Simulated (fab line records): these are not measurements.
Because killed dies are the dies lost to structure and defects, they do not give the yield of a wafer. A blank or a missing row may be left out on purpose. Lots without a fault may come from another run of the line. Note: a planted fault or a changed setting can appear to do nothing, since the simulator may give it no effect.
fab line records -- flow n5_finfet
[record] lots = 10, wafers = 30, last_day = 18
route steps=1938 shown BEOL_M4@1036
lots untouched by any fault: they come from a run of this same line in which no faults occurred
start_h: hours from the record's opening day to when the first of the lot's shown wafers began -- wait_h: time in hours since the lot's previous step -- " as in the row above -- L1.1+2: a single row standing in for several wafers -- - no value, or no start was given -- * or withheld: withheld -- < > ~ a bound
route shown NAME@n: names a module that has steps shown in the file, with the first one's number in the route -- usual: average and standard deviation across the fault-free wafers -- same: alike in all rows -- chamber/n: place in a boat -- sites: per-site readings -- _std_site: standard deviation across them -- _edge_site: the outer-site mean with the inner-site mean subtracted -- radius_mm: how far each site lies from the wafer's centre -- mask NAME#n: copy n -- behind: the tool/chamber that last shaped the wafer -- hold: what put the lot on hold/how long, in hours/how the hold closed -- device: transistor that didn't switch, given as n, p or np -- end of line: at the end of the route, the tests of the same wafers -- a step given without rows: its recipe and nothing more -- killed: dies that structure and defects cost at the first sort, which is not the same as the wafer's yield -- map: dies across one wafer; x = killed, . = not, _ = none there
set.NAME: the setting the step ran with; set.NAME@STEP: the setting that earlier step ran with -- model.NAME: the simulator's own value behind a step, which no gauge read
a sample of lots followed through the steps of the route, with each step as a table and each wafer as a row
services: the hour from which a tool's chamber was out of use, counted from the record's first day as start_h (under 0 if before that day), plus the number of hours and why
[[steps]]
[step N5_BEOL_M4_INSPECT_13]
[recipe] mode = adi, inspect_instrument = brightfield
[usual] raw_defect_count = 412/110
lot.wafer,tool,chamber,start_h,wait_h,raw_defect_count
L162.1,defect_inspect-02,-,153.96,0.1,427
L162.4,defect_inspect-02,-,153.96,0.1,461
L162.5,defect_inspect-02,-,153.96,0.1,464
L165.1,defect_inspect-01,-,171.98,0.1,541
L165.2,defect_inspect-01,-,171.98,0.1,313
L165.5,defect_inspect-01,-,171.98,0.1,373
L166.2,defect_inspect-01,-,183.14,0.0,637
L166.4,defect_inspect-01,-,183.14,0.0,413
L166.6,defect_inspect-01,-,183.14,0.0,626
L170.2,defect_inspect-01,-,207.79,0.0,491
L170.4,defect_inspect-01,-,207.79,0.0,566
L170.6,defect_inspect-01,-,207.79,0.0,548
L172.2,defect_inspect-01,-,220.37,0.0,526
L172.4,defect_inspect-01,-,220.37,0.0,494
L172.5,defect_inspect-01,-,220.37,0.0,683
L178.1,defect_inspect-01,-,248.34,0.1,505
L178.3,defect_inspect-01,-,248.34,0.1,334
L178.4,defect_inspect-01,-,248.34,0.1,331
L179.2,defect_inspect-02,-,269.23,0.0,584
L179.5,defect_inspect-02,-,269.23,0.0,595
L179.6,defect_inspect-02,-,269.23,0.0,334
L182.1,defect_inspect-01,-,271.64,0.1,225
L182.5,defect_inspect-01,-,271.64,0.1,196
L182.6,defect_inspect-01,-,271.64,0.1,333
L183.3,defect_inspect-01,-,278.71,0.0,273
L183.4,defect_inspect-01,-,278.71,0.0,282
L183.6,defect_inspect-01,-,278.71,0.0,335
L185.1,defect_inspect-01,-,312.11,0.1,373
L185.3,defect_inspect-01,-,312.11,0.1,345
L185.5,defect_inspect-01,-,312.11,0.1,441
[step N5_BEOL_M4_INSPECT_30]
[recipe] mode = adi, inspect_instrument = brightfield
[usual] raw_defect_count = 412/110
lot.wafer,tool,chamber,start_h,wait_h,raw_defect_count
L162.1,defect_inspect-01,-,154.83,0.1,398
L162.4,defect_inspect-01,-,154.83,0.1,490
L162.5,defect_inspect-01,-,154.83,0.1,456
L165.1,defect_inspect-02,-,172.85,0.1,544
L165.2,defect_inspect-02,-,172.85,0.1,300
L165.5,defect_inspect-02,-,172.85,0.1,360
L166.2,defect_inspect-01,-,184.14,0.0,651
L166.4,defect_inspect-01,-,184.14,0.0,415
L166.6,defect_inspect-01,-,184.14,0.0,598
L170.2,defect_inspect-01,-,208.67,0.0,477
L170.4,defect_inspect-01,-,208.67,0.0,574
L170.6,defect_inspect-01,-,208.67,0.0,551
L172.2,defect_inspect-02,-,221.41,0.0,494
L172.4,defect_inspect-02,-,221.41,0.0,509
L172.5,defect_inspect-02,-,221.41,0.0,688
L178.1,defect_inspect-02,-,249.22,0.1,511
L178.3,defect_inspect-02,-,249.22,0.1,335
L178.4,defect_inspect-02,-,249.22,0.1,325
L179.2,defect_inspect-02,-,270.23,0.0,600
L179.5,defect_inspect-02,-,270.23,0.0,585
L179.6,defect_inspect-02,-,270.23,0.0,322
L182.1,defect_inspect-01,-,272.71,0.1,235
L182.5,defect_inspect-01,-,272.71,0.1,191
L182.6,defect_inspect-01,-,272.71,0.1,342
L183.3,defect_inspect-01,-,279.96,0.0,263
L183.4,defect_inspect-01,-,279.96,0.0,288
L183.6,defect_inspect-01,-,279.96,0.0,328
L185.1,defect_inspect-02,-,313.06,0.1,406
L185.3,defect_inspect-02,-,313.06,0.1,338
L185.5,defect_inspect-02,-,313.06,0.1,456
[step N5_BEOL_M4_ALD_98]
[recipe] material = SiO2, target_thk_a = 25, temp_c = 100, ald_precursor_family = BDEAS, ald_co_reactant = O2-plasma, pulse_time_s = 1, co_reactant_pulse_time_s = 1, purge_time_s = 2, co_reactant_purge_time_s = 2, ald_cycles = 17, pressure_torr = 2
[usual] ald_cycles = 17/0, chamber_pressure_Torr = 2.000/0.0043, heater_power_w = 79/6.4, precursor_pulse_height_rel = 0.999/0.02, susceptor_temp_C = 100.00/0.12
lot.wafer,tool,chamber,start_h,wait_h,ald_cycles,chamber_pressure_Torr,heater_power_w,precursor_pulse_height_rel,susceptor_temp_C
L162.1,ald_sin-02,2,155.16,0.2,17,2.004,70,0.984,100.09
L162.4,ald_sin-02,2,155.16,0.2,17,2.004,70,0.974,100.00
L162.5,ald_sin-02,3,155.16,0.2,17,1.996,78,0.986,100.02
L165.1,ald_sin-03,2,173.10,0.1,17,1.999,72,0.990,99.72
L165.2,ald_sin-03,1,173.10,0.1,17,1.996,85,0.989,99.82
L165.5,ald_sin-03,2,173.10,0.1,17,1.998,69,1.003,99.89
L166.2,ald_sin-02,0,184.41,0.1,17,1.997,70,0.997,100.11
L166.4,ald_sin-02,2,184.41,0.1,17,2.001,68,0.972,99.93
L166.6,ald_sin-02,3,184.41,0.1,17,2.005,75,0.987,100.15
L170.2,ald_sin-02,1,208.95,0.1,5,1.999,81,1.012,-
L170.4,ald_sin-02,2,208.95,0.1,5,1.997,71,1.002,-
L170.6,ald_sin-02,0,208.95,0.1,17,1.998,70,0.967,99.91
L172.2,ald_sin-02,3,221.58,0.1,5,2.011,76,1.000,-
L172.4,ald_sin-02,2,221.58,0.1,5,2.006,71,1.003,-
L172.5,ald_sin-02,2,221.58,0.1,17,2.006,70,0.994,100.13
L178.1,ald_sin-04,2,249.84,0.3,17,1.999,75,1.035,99.78
L178.3,ald_sin-04,0,249.84,0.3,17,2.004,86,0.969,100.13
L178.4,ald_sin-04,3,249.84,0.3,17,1.999,84,1.036,99.89
L179.2,ald_sin-03,1,270.40,0.1,17,1.999,85,1.016,100.12
L179.5,ald_sin-03,2,270.40,0.1,17,2.002,70,0.991,99.92
L179.6,ald_sin-03,1,270.40,0.1,17,2.003,83,1.013,100.15
L182.1,ald_sin-04,3,273.11,0.3,17,1.992,87,1.007,100.03
L182.5,ald_sin-04,3,273.11,0.3,17,1.996,85,0.976,99.94
L182.6,ald_sin-04,0,273.11,0.3,17,1.997,85,1.015,100.00
L183.3,ald_sin-03,0,281.62,1.4,17,1.994,84,0.996,99.96
L183.4,ald_sin-03,3,281.62,1.4,17,1.998,88,1.007,99.98
L183.6,ald_sin-03,0,281.62,1.4,17,2.000,85,0.997,99.89
L185.1,ald_sin-02,1,313.93,0.7,17,1.997,77,1.022,100.21
L185.3,ald_sin-02,3,313.93,0.7,17,1.997,77,1.011,100.14
L185.5,ald_sin-02,3,313.93,0.7,17,1.999,74,0.977,99.96
[step N5_BEOL_M4_TRENCH_ETCH_37]
[recipe] chemistry = C4F6/O2, target_depth_a = 555.55, target = SiOC, time_s = 29.2, ion_energy_ev = 250, pressure_mtorr = 30, source_w = 355, bias_w = 185, Ar_flow_sccm = 300, C4F6_flow_sccm = 10, O2_flow_sccm = 10
[usual] drypump_motor_current_A = 5.6/0.44, oes_f_703_au = 0.80/0.074, oes_product_au = 0.79/0.075, rf_vpp_V = 663/4.9, showerhead_plenum_p_Torr = 2.84/0.097, throttle_valve_pct = 20.86/0.27
lot.wafer,tool,chamber,start_h,wait_h,drypump_motor_current_A,oes_f_703_au,oes_product_au,rf_hours_counter_h,rf_vpp_V,showerhead_plenum_p_Torr,throttle_valve_pct
L162.1,rie_diel-01,3,-,-,5.4,0.81,0.81,89,667,2.76,20.46
L162.4,rie_diel-01,2,-,-,5.3,0.80,0.79,108,659,2.74,20.57
L162.5,rie_diel-01,1,-,-,5.7,0.70,0.70,-,664,2.82,21.02
L165.1,rie_diel-06,2,-,-,5.8,0.72,0.71,212,658,2.82,21.05
L165.2,rie_diel-06,1,-,-,6.3,0.87,0.86,40,657,3.02,20.98
L165.5,rie_diel-06,0,-,-,4.8,0.87,0.84,-,667,3.00,20.97
L166.2,rie_diel-01,0,-,-,6.2,0.71,0.69,227,658,2.82,21.29
L166.4,rie_diel-01,3,-,-,5.3,0.80,0.80,98,667,2.76,20.49
L166.6,rie_diel-01,1,-,-,5.6,0.69,0.69,-,664,2.82,21.04
L170.2,rie_diel-01,0,-,-,6.2,0.70,0.68,236,658,2.82,21.31
L170.4,rie_diel-01,1,-,-,5.6,0.68,0.69,235,661,2.82,21.04
L170.6,rie_diel-01,1,-,-,5.7,0.69,0.68,-,664,2.82,21.03
L172.2,rie_diel-01,1,-,-,5.6,0.68,0.69,240,663,2.81,21.06
L172.4,rie_diel-01,2,-,-,5.3,0.78,0.76,130,659,2.73,20.62
L172.5,rie_diel-01,2,-,-,5.3,0.78,0.76,-,660,2.73,20.64
L178.1,rie_diel-05,0,-,-,5.5,0.82,0.84,64,664,2.78,20.66
L178.3,rie_diel-05,1,-,-,6.1,0.88,0.87,44,662,2.88,20.54
L178.4,rie_diel-05,2,-,-,5.6,0.84,0.83,95,658,2.75,21.10
L179.2,rie_diel-05,2,-,-,5.7,0.83,0.82,103,656,2.75,21.11
L179.5,rie_diel-05,0,-,-,5.5,0.81,0.82,-,665,2.77,20.67
L179.6,rie_diel-05,3,-,-,5.0,0.82,0.84,-,673,3.01,20.76
L182.1,rie_diel-06,1,-,-,6.3,0.83,0.82,77,657,3.01,21.03
L182.5,rie_diel-06,0,-,-,4.8,0.83,0.82,-,666,2.98,21.02
L182.6,rie_diel-06,3,-,-,5.7,0.92,0.92,-,668,2.91,20.94
L183.3,rie_diel-05,0,-,-,5.5,0.81,0.82,73,663,2.77,20.65
L183.4,rie_diel-05,2,-,-,5.7,0.83,0.81,106,657,2.75,21.11
L183.6,rie_diel-05,2,-,-,5.7,0.82,0.82,-,656,2.75,21.13
L185.1,rie_diel-06,0,-,-,4.8,0.82,0.80,109,667,2.97,21.05
L185.3,rie_diel-06,3,-,-,5.7,0.89,0.89,32,667,2.90,20.97
L185.5,rie_diel-06,0,-,-,4.8,0.81,0.80,-,667,2.97,21.06
[step N5_BEOL_M4_RC_MEAS_101]
[usual] DIBL_N = 35.7/1.3, DIBL_P = 35.4/1.8, IOFF_N = 0.152/0.027, IOFF_P = 0.20/0.034, ION_N = 672/9.8, ION_P = 461/7.5, SS_N = 71.4/0.55, SS_P = 73.1/0.61, VT_N = 251/3.3, VT_P = -251/3.6
lot.wafer,tool,chamber,start_h,wait_h,DIBL_N[mV/V],DIBL_P[mV/V],IOFF_N[nA/um],IOFF_P[nA/um],ION_N[uA/um],ION_P[uA/um],SS_N[mV/dec],SS_P[mV/dec],VT_N[mV],VT_P[mV]
L162.1,prober-02,0,162.74,0.0,37.2,39.2,0.199,0.27,681,469,72.2,74.2,247,-244
L162.4,prober-02,0,162.74,0.0,35.0,38.2,0.160,0.24,672,465,71.1,73.9,248,-246
L162.5,prober-02,0,162.74,0.0,35.2,36.6,0.161,0.22,684,467,71.0,73.7,248,-247
L165.1,prober-02,0,181.19,0.0,34.3,36.0,0.149,0.18,676,457,70.9,72.8,252,-255
L165.2,prober-02,0,181.19,0.0,34.6,34.9,0.144,0.17,664,455,71.6,72.0,254,-253
L165.5,prober-02,0,181.19,0.0,33.5,35.0,0.146,0.17,670,459,70.7,73.0,251,-252
L166.2,prober-01,0,191.24,0.2,35.8,36.2,0.162,0.18,676,452,71.3,73.1,253,-258
L166.4,prober-01,0,191.24,0.2,36.4,37.6,0.186,0.19,688,469,71.3,73.7,246,-252
L166.6,prober-01,0,191.24,0.2,36.6,37.3,0.188,0.19,673,453,72.3,73.8,251,-253
L170.2,prober-02,0,218.47,0.6,33.7,32.3,0.114,0.16,666,458,70.7,72.2,256,-253
L170.4,prober-02,0,218.47,0.6,35.1,34.0,0.131,0.19,674,463,71.6,72.7,255,-253
L170.6,prober-02,0,218.47,0.6,33.6,32.7,0.112,0.17,666,467,72.0,72.5,255,-255
L172.2,prober-02,0,227.33,0.2,37.7,38.4,0.186,0.26,680,466,72.5,74.4,250,-245
L172.4,prober-02,0,227.33,0.2,35.7,35.6,0.148,0.22,662,463,71.3,73.1,250,-248
L172.5,prober-02,0,227.33,0.2,34.8,34.8,0.139,0.21,677,465,70.7,73.3,250,-248
L178.1,prober-01,0,261.82,0.0,35.0,34.7,0.129,0.19,657,458,71.1,73.4,253,-250
L178.3,prober-01,0,261.82,0.0,34.2,32.8,0.116,0.16,658,456,71.4,72.4,257,-252
L178.4,prober-01,0,261.82,0.0,34.6,33.7,0.115,0.17,653,453,70.1,72.1,256,-250
L179.2,prober-01,0,279.11,0.2,34.7,33.2,0.143,0.19,674,463,72.2,73.0,252,-249
L179.5,prober-01,0,279.11,0.2,33.4,31.7,0.122,0.17,666,462,71.8,73.3,254,-251
L179.6,prober-01,0,279.11,0.2,35.4,35.0,0.164,0.21,676,469,72.1,73.5,252,-249
L182.1,prober-02,0,281.59,0.6,33.4,34.1,0.116,0.15,656,451,71.0,72.4,256,-258
L182.5,prober-02,0,281.59,0.6,33.5,33.9,0.108,0.15,649,445,70.8,72.5,258,-256
L182.6,prober-02,0,281.59,0.6,36.0,36.6,0.151,0.18,663,452,71.3,73.1,251,-257
L183.3,prober-02,0,286.21,0.3,35.3,35.0,0.137,0.18,679,464,70.7,72.9,254,-252
L183.4,prober-02,0,286.21,0.3,37.8,38.1,0.182,0.22,689,468,71.5,73.6,249,-249
L183.6,prober-02,0,286.21,0.3,35.5,35.2,0.137,0.18,678,466,71.0,73.5,250,-253
L185.1,prober-02,0,318.48,0.0,34.8,33.5,0.121,0.19,674,459,70.5,73.0,254,-252
L185.3,prober-02,0,318.48,0.0,33.8,32.4,0.104,0.17,653,457,70.8,72.3,259,-253
L185.5,prober-02,0,318.48,0.0,35.4,34.7,0.132,0.20,668,467,71.3,73.0,252,-249
[[services]]
tool,chamber,start_h,hours,kind
ald_sin-03,-,143.78,28.1,pm
rie_diel-06,0,149.96,9.6,repair
ald_sin-04,-,176.82,14.0,pm
rie_diel-06,-,186.01,2.8,pm
ald_sin-03,-,187.19,2.6,repair
rie_diel-06,2,193.07,5.0,repair
ald_sin-03,0,199.37,8.0,repair
ald_sin-03,1,244.08,2.7,repair
rie_diel-01,0,246.77,-,clean
rie_diel-01,0,246.77,-,consumable_replace:focus_ring
rie_diel-06,0,248.46,12.2,repair
rie_diel-06,2,253.30,11.7,repair
ald_sin-04,2,253.48,2.3,repair
ald_sin-04,2,269.04,14.6,repair
ald_sin-02,-,269.45,14.0,pm
ald_sin-02,0,269.45,14.0,vent_cycle
ald_sin-02,1,269.45,14.0,vent_cycle
ald_sin-02,2,269.45,14.0,vent_cycle
ald_sin-02,3,269.45,14.0,vent_cycle
ald_sin-02,0,283.45,-,clean
ald_sin-02,1,283.45,-,clean
ald_sin-02,2,283.45,-,clean
ald_sin-02,3,283.45,-,clean
ald_sin-03,3,298.87,6.0,repair
[[key]]
[first_sign] step = N5_BEOL_M4_ALD_98, reading = ald_cycles, direction = down, sigmas = 99+, usual = *, struck = *
effect none on later readings
met_at N5_BEOL_M4_ALD_98
struck_lots L170,L172
struck_wafers L170.2,L170.4,L172.2,L172.4
not_acting_at N5_BEOL_M4_INSPECT_13,N5_BEOL_M4_INSPECT_30,N5_BEOL_M4_TRENCH_ETCH_37
onset_between 184.41 208.95
[fault] kind = process_parameter_drift, tool = ald_sin-02, chamber = -, onset_h = 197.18, steps = N5_BEOL_M4_ALD_98, channel = ald_cycles, offset = *, shape = step, end_h = 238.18, scope = struck_wafers_only, acts_in = *, stated = *
